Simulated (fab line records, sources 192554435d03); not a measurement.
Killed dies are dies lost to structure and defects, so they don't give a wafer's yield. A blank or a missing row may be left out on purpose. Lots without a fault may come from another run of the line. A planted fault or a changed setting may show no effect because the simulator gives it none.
Chamber matching | flow n5_finfet | N5_ILD0_ALD_15 on ald_sin-03: 4 sister chambers
The step deposits SiNx, target thk 24 nm, pulse time 1 s, ald cycles 480. 4 wafers are shown with their chamber, then 7 later ones without.

WAFERS WITH THEIR CHAMBER
wafer  | chamber | heater_power_w (W)
L083.5 | 0       | 750
L085.4 | 1       | 905
L087.3 | 2       | 633
L087.4 | 3       | 937

WAFERS WITHOUT THEIR CHAMBER
wafer  | heater_power_w (W)
L087.6 | 910
L088.2 | 634
L088.3 | 932
L088.5 | 943
L091.1 | 754
L091.3 | 922
L091.4 | 626

WHICH CHAMBER EACH WENT THROUGH
wafer  | from the rows above     | in truth
L087.6 | 1                       | 1
L088.2 | 2                       | 2
L088.3 | 3                       | 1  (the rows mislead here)
L088.5 | 3                       | 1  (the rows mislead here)
L091.1 | 0                       | 0
L091.3 | can't be placed: 3 or 1 | 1
L091.4 | 2                       | 2
Placed correctly: 4 of 7. Can't be placed from these rows: 1 (the true chamber is among the candidates in 1). Placed wrongly: 2.
How it was worked out, from the rows above alone: a wafer's distance from a chamber is the root of the sum, over the readings, of the square of ((its reading less the chamber's mean) divided by the reading's scatter). The wafer belongs to the nearest chamber; if the next one is less than 2 further off, it can't be placed. A chamber's mean is the mean of its shown wafers. The scatter: with one shown wafer a chamber, the root of the mean of the squares of how far each hidden wafer lies from its nearest shown one.
